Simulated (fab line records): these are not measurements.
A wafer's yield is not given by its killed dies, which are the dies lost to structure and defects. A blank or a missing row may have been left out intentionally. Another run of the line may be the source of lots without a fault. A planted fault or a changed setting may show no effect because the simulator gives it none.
Matching of chambers	flow nand harc	rie si-01 running NHARC_A_DECK1_JOINT_ETCHBACK_07: 4 sister chambers
The step etches the open film in HBr, target depth 105 nm, time 26.9 s. 14 wafers are shown with their chamber, then 7 later ones without.

== WAFERS, EACH WITH ITS CHAMBER ==
wafer	chamber	drypump motor current A (A)	oes product au (a.u.)	throttle valve pct (%)
L077.1	1	5.8	1.000	23.252
L077.5	2	4.9	1.034	23.264
L077.6	3	5.5	0.970	23.280
L079.2	2	4.9	1.020	23.258
L079.4	0	5.6	0.994	23.261
L079.5	0	5.6	0.987	23.273
L083.1	1	5.9	0.998	23.264
L083.2	2	4.9	1.025	23.282
L083.6	1	5.8	0.988	23.273
L084.2	0	5.6	1.005	23.251
L084.3	1	5.8	0.992	23.265
L084.4	2	4.9	1.028	23.261
L087.1	0	5.6	1.001	23.269
L087.2	3	5.5	0.981	23.261

SIGNATURES, as means of the wafers listed above
reading	chamber 0	chamber 1	chamber 2	chamber 3	scatter within a chamber
drypump motor current A	5.600	5.825	4.900	5.500	0.0274
oes product au	0.99675	0.99450	1.02675	0.97550	0.00666
throttle valve pct	23.26350	23.26350	23.26625	23.27050	0.0102
Rule: a wafer's distance from a chamber is the root of the sum, over the readings, of the square of ((its reading less the chamber's mean) divided by the reading's scatter). If the next closest chamber is less than 2 further off than the closest, the wafer can't be placed; otherwise it belongs to the closest. How the scatter is found: for the shown wafers, subtract from each reading the mean of its chamber, square and add these, divide the total by (wafers less chambers), then take the root.

== WAFERS WITHOUT THEIR CHAMBER ==
wafer	drypump motor current A (A)	oes product au (a.u.)	throttle valve pct (%)
L087.3	5.9	0.999	23.262
L090.1	5.8	1.003	23.283
L090.3	5.6	0.985	23.248
L090.4	5.8	0.990	23.281
L094.1	5.6	0.987	23.272
L094.4	5.5	0.998	23.265
L094.5	4.9	1.026	23.270

== EACH ONE'S CHAMBER ==
wafer	from the rows above	in truth
L087.3	1	1
L090.1	1	1
L090.3	0	0
L090.4	1	1
L094.1	0	0
L094.4	can't be placed: 3 or 0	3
L094.5	2	2
Correctly placed: 6 of 7. Unplaceable from these rows: 1, with the true chamber sitting among the candidates in 1. Wrongly placed: 0.
